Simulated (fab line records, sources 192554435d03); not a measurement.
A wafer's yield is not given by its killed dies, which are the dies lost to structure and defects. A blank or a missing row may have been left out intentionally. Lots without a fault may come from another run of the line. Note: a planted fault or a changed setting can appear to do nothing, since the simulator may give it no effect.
Which tool was responsible? || flow n5 finfet || Sampling: 24 lots, 72 wafers, 5 of 1938 route steps

== WHAT THE GAUGES READ, wafer by wafer ==
N5_BEOL_M14_INSPECT_55: inspects for defects (darkfield).
{"lot": "L074", "measured": "day 11 05:51", "on": "defect inspect-02", "raw defect count": "107 63 128"}
{"lot": "L075", "measured": "day 11 06:59", "on": "defect inspect-01", "raw defect count": "86 77 67"}
{"lot": "L076", "measured": "day 11 20:01", "on": "defect inspect-02", "raw defect count": "82 61 85"}
{"lot": "L077", "measured": "day 11 20:54", "on": "defect inspect-02", "raw defect count": "81 84 77"}
{"lot": "L078", "measured": "day 12 12:45", "on": "defect inspect-01", "raw defect count": "55 52 46"}
{"lot": "L079", "measured": "day 12 13:08", "on": "defect inspect-02", "raw defect count": "101 110 88"}
{"lot": "L081", "measured": "day 12 13:35", "on": "defect inspect-02", "raw defect count": "86 62 64"}
{"lot": "L080", "measured": "day 12 20:11", "on": "defect inspect-01", "raw defect count": "54 58 48"}
{"lot": "L083", "measured": "day 12 20:57", "on": "defect inspect-02", "raw defect count": "89 74 96"}
{"lot": "L082", "measured": "day 12 21:25", "on": "defect inspect-02", "raw defect count": "52 48 67"}
{"lot": "L084", "measured": "day 13 13:16", "on": "defect inspect-01", "raw defect count": "59 46 51"}
{"lot": "L086", "measured": "day 14 03:30", "on": "defect inspect-01", "raw defect count": "96 108 54"}
{"lot": "L087", "measured": "day 14 11:11", "on": "defect inspect-02", "raw defect count": "64 102 50"}
{"lot": "L085", "measured": "day 14 11:38", "on": "defect inspect-01", "raw defect count": "78 56 70"}
{"lot": "L088", "measured": "day 14 13:25", "on": "defect inspect-02", "raw defect count": "72 103 77"}
{"lot": "L089", "measured": "day 14 20:35", "on": "defect inspect-01", "raw defect count": "65 58 53"}
{"lot": "L090", "measured": "day 15 12:29", "on": "defect inspect-02", "raw defect count": "76 107 103"}
{"lot": "L091", "measured": "day 15 12:45", "on": "defect inspect-01", "raw defect count": "53 72 97"}
{"lot": "L092", "measured": "day 15 20:38", "on": "defect inspect-01", "raw defect count": "66 80 71"}
{"lot": "L093", "measured": "day 16 09:23", "on": "defect inspect-02", "raw defect count": "94 74 77"}
{"lot": "L094", "measured": "day 16 15:15", "on": "defect inspect-01", "raw defect count": "87 86 43"}
{"lot": "L096", "measured": "day 16 20:13", "on": "defect inspect-01", "raw defect count": "74 84 117"}
{"lot": "L097", "measured": "day 16 21:20", "on": "defect inspect-01", "raw defect count": "76 79 112"}
{"lot": "L095", "measured": "day 17 00:47", "on": "defect inspect-01", "raw defect count": "51 61 72"}

N5_MIM_TOP_LITHO_INSPECT_12: inspects for defects (macro).
{"lot": "L074", "measured": "day 11 18:26", "on": "defect inspect-01", "raw defect count": "2 3 6"}
{"lot": "L075", "measured": "day 11 19:32", "on": "defect inspect-02", "raw defect count": "2 1 0"}
{"lot": "L076", "measured": "day 12 04:47", "on": "defect inspect-01", "raw defect count": "3 2 1"}
{"lot": "L077", "measured": "day 12 06:41", "on": "defect inspect-02", "raw defect count": "4 1 1"}
{"lot": "L078", "measured": "day 12 21:46", "on": "defect inspect-02", "raw defect count": "2 2 2"}
{"lot": "L079", "measured": "day 12 22:02", "on": "defect inspect-02", "raw defect count": "4 0 2"}
{"lot": "L081", "measured": "day 12 23:08", "on": "defect inspect-01", "raw defect count": "3 0 1"}
{"lot": "L080", "measured": "day 13 03:50", "on": "defect inspect-01", "raw defect count": "5 2 5"}
{"lot": "L083", "measured": "day 13 07:08", "on": "defect inspect-02", "raw defect count": "1 1 2"}
{"lot": "L082", "measured": "day 13 09:58", "on": "defect inspect-02", "raw defect count": "2 0 1"}
{"lot": "L084", "measured": "day 14 00:52", "on": "defect inspect-01", "raw defect count": "0 5 3"}
{"lot": "L086", "measured": "day 14 15:11", "on": "defect inspect-01", "raw defect count": "4 4 3"}
{"lot": "L087", "measured": "day 14 22:04", "on": "defect inspect-01", "raw defect count": "1 3 1"}
{"lot": "L085", "measured": "day 14 22:14", "on": "defect inspect-01", "raw defect count": "0 0 4"}
{"lot": "L088", "measured": "day 15 00:28", "on": "defect inspect-01", "raw defect count": "2 1 1"}
{"lot": "L089", "measured": "day 15 06:47", "on": "defect inspect-02", "raw defect count": "1 2 0"}
{"lot": "L090", "measured": "day 16 04:08", "on": "defect inspect-02", "raw defect count": "3 6 2"}
{"lot": "L091", "measured": "day 16 06:22", "on": "defect inspect-02", "raw defect count": "4 1 3"}
{"lot": "L092", "measured": "day 16 13:47", "on": "defect inspect-02", "raw defect count": "1 1 2"}
{"lot": "L093", "measured": "day 16 19:15", "on": "defect inspect-02", "raw defect count": "3 2 2"}
{"lot": "L094", "measured": "day 17 00:37", "on": "defect inspect-02", "raw defect count": "2 2 4"}
{"lot": "L096", "measured": "day 17 04:37", "on": "defect inspect-02", "raw defect count": "2 1 3"}
{"lot": "L097", "measured": "day 17 10:36", "on": "defect inspect-01", "raw defect count": "2 4 0"}
{"lot": "L095", "measured": "day 17 11:32", "on": "defect inspect-01", "raw defect count": "3 1 1"}

N5_PASSIVATION_CD_MEAS_10: the cd target is 3000 nm.
{"lot": "L074", "measured": "day 11 22:50", "on": "cd sem-03", "cd nm (nm)": "3001.5 3001.2 3003.6"}
{"lot": "L075", "measured": "day 11 22:26", "on": "cd sem-01", "cd nm (nm)": "3002.6 2999.1 3002.8"}
{"lot": "L076", "measured": "day 12 10:35", "on": "cd sem-01", "cd nm (nm)": "2996.4 3000.3 2995.4"}
{"lot": "L077", "measured": "day 12 10:44", "on": "cd sem-02", "cd nm (nm)": "3003.3 3001.5 3005.2"}
{"lot": "L078", "measured": "day 13 01:44", "on": "cd sem-02", "cd nm (nm)": "2998.7 2999.8 3002.4"}
{"lot": "L079", "measured": "day 13 01:29", "on": "cd sem-03", "cd nm (nm)": "3004.9 3005.6 3007.0"}
{"lot": "L081", "measured": "day 13 02:58", "on": "cd sem-02", "cd nm (nm)": "3000.7 3000.9 2999.5"}
{"lot": "L080", "measured": "day 13 06:04", "on": "cd sem-02", "cd nm (nm)": "3000.4 3001.4 3000.6"}
{"lot": "L083", "measured": "day 13 10:50", "on": "cd sem-01", "cd nm (nm)": "3000.8 3002.1 3003.1"}
{"lot": "L082", "measured": "day 13 14:19", "on": "cd sem-02", "cd nm (nm)": "2998.8 2998.9 2998.7"}
{"lot": "L084", "measured": "day 14 03:45", "on": "cd sem-02", "cd nm (nm)": "3001.6 3001.4 3001.0"}
{"lot": "L086", "measured": "day 14 18:13", "on": "cd sem-03", "cd nm (nm)": "2998.1 3001.5 3003.5"}
{"lot": "L087", "measured": "day 15 00:17", "on": "cd sem-03", "cd nm (nm)": "3000.6 3002.2 3001.8"}
{"lot": "L085", "measured": "day 15 02:59", "on": "cd sem-03", "cd nm (nm)": "3000.5 3000.3 2998.8"}
{"lot": "L088", "measured": "day 15 03:09", "on": "cd sem-01", "cd nm (nm)": "2999.6 2999.6 3001.0"}
{"lot": "L089", "measured": "day 15 09:11", "on": "cd sem-03", "cd nm (nm)": "3000.8 2997.8 3000.2"}
{"lot": "L090", "measured": "day 16 06:49", "on": "cd sem-02", "cd nm (nm)": "3002.1 3001.1 3001.0"}
{"lot": "L091", "measured": "day 16 10:02", "on": "cd sem-02", "cd nm (nm)": "3001.7 3000.7 3004.6"}
{"lot": "L092", "measured": "day 16 16:43", "on": "cd sem-01", "cd nm (nm)": "2998.8 2997.7 2999.3"}
{"lot": "L093", "measured": "day 16 21:32", "on": "cd sem-02", "cd nm (nm)": "3000.5 3001.5 3002.9"}
{"lot": "L094", "measured": "day 17 02:59", "on": "cd sem-01", "cd nm (nm)": "2999.8 2999.4 2998.4"}
{"lot": "L096", "measured": "day 17 06:50", "on": "cd sem-03", "cd nm (nm)": "3000.0 3002.2 3002.7"}
{"lot": "L097", "measured": "day 17 13:07", "on": "cd sem-01", "cd nm (nm)": "2999.7 3000.2 3001.1"}
{"lot": "L095", "measured": "day 17 14:11", "on": "cd sem-01", "cd nm (nm)": "2997.1 2998.4 2998.1"}

== WHICH TOOL RAN EACH LOT (tool, then ch and the chambers of the sampled wafers, then the start) ==
{"lot": "L074", "N5_MIM_BOT_ETCH_ETCH_04": "rie diel-06 ch 0,1, day 11 19:22", "N5_PASSIVATION_PECVD_55": "pecvd-03 ch 0,1, day 11 20:11"}
{"lot": "L075", "N5_MIM_BOT_ETCH_ETCH_04": "rie diel-06 ch 1,2, day 11 20:25", "N5_PASSIVATION_PECVD_55": "pecvd-03 ch 0,1, day 11 21:14"}
{"lot": "L076", "N5_MIM_BOT_ETCH_ETCH_04": "rie diel-05 ch 0,2,3, day 12 05:46", "N5_PASSIVATION_PECVD_55": "pecvd-01 ch 0,1,2, day 12 06:38"}
{"lot": "L077", "N5_MIM_BOT_ETCH_ETCH_04": "rie diel-05 ch 0,2,3, day 12 07:31", "N5_PASSIVATION_PECVD_55": "pecvd-02 ch 0,2, day 12 08:20"}
{"lot": "L078", "N5_MIM_BOT_ETCH_ETCH_04": "rie diel-04 ch 0,1,3, day 12 22:55", "N5_PASSIVATION_PECVD_55": "pecvd-02 ch 0,1,2, day 12 23:52"}
{"lot": "L079", "N5_MIM_BOT_ETCH_ETCH_04": "rie diel-04 ch 1,2,3, day 12 23:34", "N5_PASSIVATION_PECVD_55": "pecvd-01 ch 1,2, day 13 00:25"}
{"lot": "L081", "N5_MIM_BOT_ETCH_ETCH_04": "rie diel-05 ch 0,1,2, day 13 00:28", "N5_PASSIVATION_PECVD_55": "pecvd-01 ch 1,2, day 13 01:17"}
{"lot": "L080", "N5_MIM_BOT_ETCH_ETCH_04": "rie diel-04 ch 1,3, day 13 04:49", "N5_PASSIVATION_PECVD_55": "pecvd-03 ch 0,1,2, day 13 05:38"}
{"lot": "L083", "N5_MIM_BOT_ETCH_ETCH_04": "rie diel-06 ch 1,2,3, day 13 07:59", "N5_PASSIVATION_PECVD_55": "pecvd-03 ch 0,1,2, day 13 09:13"}
{"lot": "L082", "N5_MIM_BOT_ETCH_ETCH_04": "rie diel-04 ch 2,3, day 13 11:16", "N5_PASSIVATION_PECVD_55": "pecvd-02 ch 1,2, day 13 12:36"}
{"lot": "L084", "N5_MIM_BOT_ETCH_ETCH_04": "rie diel-06 ch 0,1,3, day 14 02:12", "N5_PASSIVATION_PECVD_55": "pecvd-01 ch 0,1, day 14 03:01"}
{"lot": "L086", "N5_MIM_BOT_ETCH_ETCH_04": "rie diel-04 ch 0,1,2, day 14 16:17", "N5_PASSIVATION_PECVD_55": "pecvd-01 ch 0,1, day 14 17:07"}
{"lot": "L087", "N5_MIM_BOT_ETCH_ETCH_04": "rie diel-05 ch 0,1, day 14 22:55", "N5_PASSIVATION_PECVD_55": "pecvd-02 ch 1,2, day 14 23:45"}
{"lot": "L085", "N5_MIM_BOT_ETCH_ETCH_04": "rie diel-04 ch 0,2, day 14 23:16", "N5_PASSIVATION_PECVD_55": "pecvd-03 ch 0,1,2, day 15 00:05"}
{"lot": "L088", "N5_MIM_BOT_ETCH_ETCH_04": "rie diel-06 ch 0,2, day 15 01:26", "N5_PASSIVATION_PECVD_55": "pecvd-01 ch 1,2, day 15 02:19"}
{"lot": "L089", "N5_MIM_BOT_ETCH_ETCH_04": "rie diel-06 ch 0,3, day 15 07:57", "N5_PASSIVATION_PECVD_55": "pecvd-03 ch 1,2, day 15 08:47"}
{"lot": "L090", "N5_MIM_BOT_ETCH_ETCH_04": "rie diel-04 ch 1,2, day 16 04:58", "N5_PASSIVATION_PECVD_55": "pecvd-02 ch 1,2, day 16 05:47"}
{"lot": "L091", "N5_MIM_BOT_ETCH_ETCH_04": "rie diel-06 ch 1,3, day 16 08:26", "N5_PASSIVATION_PECVD_55": "pecvd-02 ch 0,1, day 16 09:38"}
{"lot": "L092", "N5_MIM_BOT_ETCH_ETCH_04": "rie diel-05 ch 0,1, day 16 14:45", "N5_PASSIVATION_PECVD_55": "pecvd-01 ch 1,2, day 16 15:37"}
{"lot": "L093", "N5_MIM_BOT_ETCH_ETCH_04": "rie diel-05 ch 1,2,3, day 16 20:09", "N5_PASSIVATION_PECVD_55": "pecvd-03 ch 1,2, day 16 20:58"}
{"lot": "L094", "N5_MIM_BOT_ETCH_ETCH_04": "rie diel-05 ch 1,3, day 17 01:35", "N5_PASSIVATION_PECVD_55": "pecvd-03 ch 0,2, day 17 02:28"}
{"lot": "L096", "N5_MIM_BOT_ETCH_ETCH_04": "rie diel-05 ch 0,1,3, day 17 05:27", "N5_PASSIVATION_PECVD_55": "pecvd-01 ch 0,2, day 17 06:23"}
{"lot": "L097", "N5_MIM_BOT_ETCH_ETCH_04": "rie diel-06 ch 2,3, day 17 11:29", "N5_PASSIVATION_PECVD_55": "pecvd-01 ch 0,2, day 17 12:19"}
{"lot": "L095", "N5_MIM_BOT_ETCH_ETCH_04": "rie diel-06 ch 2,3, day 17 12:28", "N5_PASSIVATION_PECVD_55": "pecvd-03 ch 0,2, day 17 13:19"}
- N5_MIM_BOT_ETCH_ETCH_04: etches SiNx in CF4/O2, target depth 26 nm, time 13 s.
- N5_PASSIVATION_PECVD_55: deposits SiO2 from SiH4/N2O, target thk 400 nm, time 22.5 s.

== AS READ BY THE TOOLS THEMSELVES (means over the sampled wafers that have a number; for cases with no such wafer, the mark the record gives instead) ==
N5_MIM_BOT_ETCH_ETCH_04.
{"lot": "L074", "tool": "rie diel-06", "drypump motor current A (A)": 5.1, "oes product au (a.u.)": 0.72, "rf fwd power W (W)": 532.1, "rf vpp V (V)": 237, "showerhead plenum p Torr (Torr)": 2.14, "throttle valve pct (%)": 16.18}
{"lot": "L075", "tool": "rie diel-06", "drypump motor current A (A)": 5.4, "oes product au (a.u.)": 0.72, "rf fwd power W (W)": 533.0, "rf vpp V (V)": 238, "showerhead plenum p Torr (Torr)": 2.18, "throttle valve pct (%)": 16.28}
{"lot": "L076", "tool": "rie diel-05", "drypump motor current A (A)": 5.9, "oes product au (a.u.)": 0.84, "rf fwd power W (W)": 532.1, "rf vpp V (V)": 239, "showerhead plenum p Torr (Torr)": 2.32, "throttle valve pct (%)": 15.94}
{"lot": "L077", "tool": "rie diel-05", "drypump motor current A (A)": 5.9, "oes product au (a.u.)": 0.83, "rf fwd power W (W)": 532.5, "rf vpp V (V)": 239, "showerhead plenum p Torr (Torr)": 2.32, "throttle valve pct (%)": 15.95}
{"lot": "L078", "tool": "rie diel-04", "drypump motor current A (A)": 5.6, "oes product au (a.u.)": 0.70, "rf fwd power W (W)": 532.5, "rf vpp V (V)": 240, "showerhead plenum p Torr (Torr)": 2.18, "throttle valve pct (%)": 16.06}
{"lot": "L079", "tool": "rie diel-04", "drypump motor current A (A)": 5.8, "oes product au (a.u.)": 0.75, "rf fwd power W (W)": 530.8, "rf vpp V (V)": 238, "showerhead plenum p Torr (Torr)": 2.14, "throttle valve pct (%)": 16.11}
{"lot": "L081", "tool": "rie diel-05", "drypump motor current A (A)": 5.5, "oes product au (a.u.)": 0.78, "rf fwd power W (W)": 531.3, "rf vpp V (V)": 240, "showerhead plenum p Torr (Torr)": 2.25, "throttle valve pct (%)": 16.03}
{"lot": "L080", "tool": "rie diel-04", "drypump motor current A (A)": 5.3, "oes product au (a.u.)": 0.73, "rf fwd power W (W)": 532.1, "rf vpp V (V)": 241, "showerhead plenum p Torr (Torr)": 2.16, "throttle valve pct (%)": 16.11}
{"lot": "L083", "tool": "rie diel-06", "drypump motor current A (A)": 5.2, "oes product au (a.u.)": 0.77, "rf fwd power W (W)": 531.4, "rf vpp V (V)": 240, "showerhead plenum p Torr (Torr)": 2.23, "throttle valve pct (%)": 16.19}
{"lot": "L082", "tool": "rie diel-04", "drypump motor current A (A)": 5.5, "oes product au (a.u.)": 0.76, "rf fwd power W (W)": 531.8, "rf vpp V (V)": 238, "showerhead plenum p Torr (Torr)": 2.18, "throttle valve pct (%)": 16.22}
{"lot": "L084", "tool": "rie diel-06", "drypump motor current A (A)": 5.1, "oes product au (a.u.)": 0.77, "rf fwd power W (W)": 530.5, "rf vpp V (V)": 239, "showerhead plenum p Torr (Torr)": 2.20, "throttle valve pct (%)": 16.16}
{"lot": "L086", "tool": "rie diel-04", "drypump motor current A (A)": 6.0, "oes product au (a.u.)": 0.82, "rf fwd power W (W)": 533.4, "rf vpp V (V)": 238, "showerhead plenum p Torr (Torr)": 2.16, "throttle valve pct (%)": 15.93}
{"lot": "L087", "tool": "rie diel-05", "drypump motor current A (A)": 5.6, "oes product au (a.u.)": 0.75, "rf fwd power W (W)": 533.3, "rf vpp V (V)": 238, "showerhead plenum p Torr (Torr)": 2.25, "throttle valve pct (%)": 16.28}
{"lot": "L085", "tool": "rie diel-04", "drypump motor current A (A)": 6.1, "oes product au (a.u.)": 0.84, "rf fwd power W (W)": 533.2, "rf vpp V (V)": 238, "showerhead plenum p Torr (Torr)": 2.18, "throttle valve pct (%)": 16.05}
{"lot": "L088", "tool": "rie diel-06", "drypump motor current A (A)": 5.0, "oes product au (a.u.)": 0.70, "rf fwd power W (W)": 532.1, "rf vpp V (V)": 232, "showerhead plenum p Torr (Torr)": 2.12, "throttle valve pct (%)": 16.17}
{"lot": "L089", "tool": "rie diel-06", "drypump motor current A (A)": 4.8, "oes product au (a.u.)": 0.82, "rf fwd power W (W)": 531.0, "rf vpp V (V)": 236, "showerhead plenum p Torr (Torr)": 2.25, "throttle valve pct (%)": 16.00}
{"lot": "L090", "tool": "rie diel-04", "drypump motor current A (A)": 6.0, "oes product au (a.u.)": 0.72, "rf fwd power W (W)": 534.7, "rf vpp V (V)": 238, "showerhead plenum p Torr (Torr)": 2.09, "throttle valve pct (%)": 16.06}
{"lot": "L091", "tool": "rie diel-06", "drypump motor current A (A)": 5.4, "oes product au (a.u.)": 0.76, "rf fwd power W (W)": 532.7, "rf vpp V (V)": 244, "showerhead plenum p Torr (Torr)": 2.23, "throttle valve pct (%)": 16.30}
{"lot": "L092", "tool": "rie diel-05", "drypump motor current A (A)": 5.6, "oes product au (a.u.)": 0.75, "rf fwd power W (W)": 530.0, "rf vpp V (V)": 240, "showerhead plenum p Torr (Torr)": 2.25, "throttle valve pct (%)": 16.29}
{"lot": "L093", "tool": "rie diel-05", "drypump motor current A (A)": 5.6, "oes product au (a.u.)": 0.80, "rf fwd power W (W)": 530.8, "rf vpp V (V)": 238, "showerhead plenum p Torr (Torr)": 2.25, "throttle valve pct (%)": 15.85}
{"lot": "L094", "tool": "rie diel-05", "drypump motor current A (A)": 6.0, "oes product au (a.u.)": 0.84, "rf fwd power W (W)": 529.8, "rf vpp V (V)": 236, "showerhead plenum p Torr (Torr)": 2.27, "throttle valve pct (%)": 15.83}
{"lot": "L096", "tool": "rie diel-05", "drypump motor current A (A)": 5.8, "oes product au (a.u.)": 0.79, "rf fwd power W (W)": 531.8, "rf vpp V (V)": 238, "showerhead plenum p Torr (Torr)": 2.25, "throttle valve pct (%)": 16.06}
{"lot": "L097", "tool": "rie diel-06", "drypump motor current A (A)": 5.0, "oes product au (a.u.)": 0.88, "rf fwd power W (W)": 531.8, "rf vpp V (V)": 237, "showerhead plenum p Torr (Torr)": 2.27, "throttle valve pct (%)": 15.94}
{"lot": "L095", "tool": "rie diel-06", "drypump motor current A (A)": 5.2, "oes product au (a.u.)": 0.91, "rf fwd power W (W)": 531.1, "rf vpp V (V)": 235, "showerhead plenum p Torr (Torr)": 2.21, "throttle valve pct (%)": 15.89}

N5_PASSIVATION_PECVD_55.
{"lot": "L074", "tool": "pecvd-03", "heater power w (W)": 640, "rf fwd power W (W)": 602.8, "showerhead plenum p Torr (Torr)": 8.14, "throttle valve pct (%)": 51.3}
{"lot": "L075", "tool": "pecvd-03", "heater power w (W)": 702, "rf fwd power W (W)": 600.4, "showerhead plenum p Torr (Torr)": 8.15, "throttle valve pct (%)": 51.7}
{"lot": "L076", "tool": "pecvd-01", "heater power w (W)": 665, "rf fwd power W (W)": 599.9, "showerhead plenum p Torr (Torr)": 8.10, "throttle valve pct (%)": 51.8}
{"lot": "L077", "tool": "pecvd-02", "heater power w (W)": 703, "rf fwd power W (W)": 602.3, "showerhead plenum p Torr (Torr)": 8.13, "throttle valve pct (%)": 49.1}
{"lot": "L078", "tool": "pecvd-02", "heater power w (W)": 611, "rf fwd power W (W)": 601.3, "showerhead plenum p Torr (Torr)": 8.14, "throttle valve pct (%)": 50.4}
{"lot": "L079", "tool": "pecvd-01", "heater power w (W)": 675, "rf fwd power W (W)": 598.0, "showerhead plenum p Torr (Torr)": 8.10, "throttle valve pct (%)": 52.8}
{"lot": "L081", "tool": "pecvd-01", "heater power w (W)": 762, "rf fwd power W (W)": 596.8, "showerhead plenum p Torr (Torr)": 8.09, "throttle valve pct (%)": 52.8}
{"lot": "L080", "tool": "pecvd-03", "heater power w (W)": 639, "rf fwd power W (W)": 600.1, "showerhead plenum p Torr (Torr)": 8.11, "throttle valve pct (%)": 50.4}
{"lot": "L083", "tool": "pecvd-03", "heater power w (W)": 663, "rf fwd power W (W)": 599.4, "showerhead plenum p Torr (Torr)": 8.09, "throttle valve pct (%)": 50.3}
{"lot": "L082", "tool": "pecvd-02", "heater power w (W)": 642, "rf fwd power W (W)": 602.4, "showerhead plenum p Torr (Torr)": 8.11, "throttle valve pct (%)": 50.4}
{"lot": "L084", "tool": "pecvd-01", "heater power w (W)": 670, "rf fwd power W (W)": 600.0, "showerhead plenum p Torr (Torr)": 8.06, "throttle valve pct (%)": 52.9}
{"lot": "L086", "tool": "pecvd-01", "heater power w (W)": 591, "rf fwd power W (W)": 599.9, "showerhead plenum p Torr (Torr)": 8.07, "throttle valve pct (%)": 51.9}
{"lot": "L087", "tool": "pecvd-02", "heater power w (W)": 643, "rf fwd power W (W)": 601.7, "showerhead plenum p Torr (Torr)": 8.14, "throttle valve pct (%)": 51.5}
{"lot": "L085", "tool": "pecvd-03", "heater power w (W)": 596, "rf fwd power W (W)": 600.6, "showerhead plenum p Torr (Torr)": 8.09, "throttle valve pct (%)": 50.5}
{"lot": "L088", "tool": "pecvd-01", "heater power w (W)": 678, "rf fwd power W (W)": 598.6, "showerhead plenum p Torr (Torr)": 8.14, "throttle valve pct (%)": 51.8}
{"lot": "L089", "tool": "pecvd-03", "heater power w (W)": 598, "rf fwd power W (W)": 601.4, "showerhead plenum p Torr (Torr)": 8.06, "throttle valve pct (%)": 49.6}
{"lot": "L090", "tool": "pecvd-02", "heater power w (W)": 620, "rf fwd power W (W)": 600.8, "showerhead plenum p Torr (Torr)": 8.15, "throttle valve pct (%)": 51.5}
{"lot": "L091", "tool": "pecvd-02", "heater power w (W)": 702, "rf fwd power W (W)": 601.5, "showerhead plenum p Torr (Torr)": 8.16, "throttle valve pct (%)": 51.6}
{"lot": "L092", "tool": "pecvd-01", "heater power w (W)": 669, "rf fwd power W (W)": 600.4, "showerhead plenum p Torr (Torr)": 8.14, "throttle valve pct (%)": 51.9}
{"lot": "L093", "tool": "pecvd-03", "heater power w (W)": 643, "rf fwd power W (W)": 601.5, "showerhead plenum p Torr (Torr)": 8.07, "throttle valve pct (%)": 49.7}
{"lot": "L094", "tool": "pecvd-03", "heater power w (W)": 588, "rf fwd power W (W)": 602.1, "showerhead plenum p Torr (Torr)": 8.08, "throttle valve pct (%)": 50.3}
{"lot": "L096", "tool": "pecvd-01", "heater power w (W)": 604, "rf fwd power W (W)": 601.2, "showerhead plenum p Torr (Torr)": 8.13, "throttle valve pct (%)": 50.9}
{"lot": "L097", "tool": "pecvd-01", "heater power w (W)": 545, "rf fwd power W (W)": 599.3, "showerhead plenum p Torr (Torr)": 8.12, "throttle valve pct (%)": 51.0}
{"lot": "L095", "tool": "pecvd-03", "heater power w (W)": 613, "rf fwd power W (W)": 601.8, "showerhead plenum p Torr (Torr)": 8.07, "throttle valve pct (%)": 50.2}

== THE ANSWER, worked out from the rows above alone ==
Rule: what is usual is taken from the lots themselves. Put in order of their means at a reading, lots are off if they are a third of the lots or fewer, leave a main group of 4 or more, and stand apart from it by a gap of 3 or more times the standard deviation of the main group's means; of several such gaps the widest counts. A main group whose means are all the same, to the digits that the tables above print for the reading, isn't used. A lot without any number at a reading at which 4 lots or more have one is off too. All remaining lots with rows at the step are treated as sound. After the gauges, taken in route order, come the tools' own readings; for these a lot's mean is taken, as printed above. The first step at which some lot is off is used, and at that step the reading that is off furthest; a lot without a number counts as furthest.
No lot is off on any of the readings shown, so nothing can be concluded from this.

== WHAT THE SIMULATOR HAD INSERTED ==
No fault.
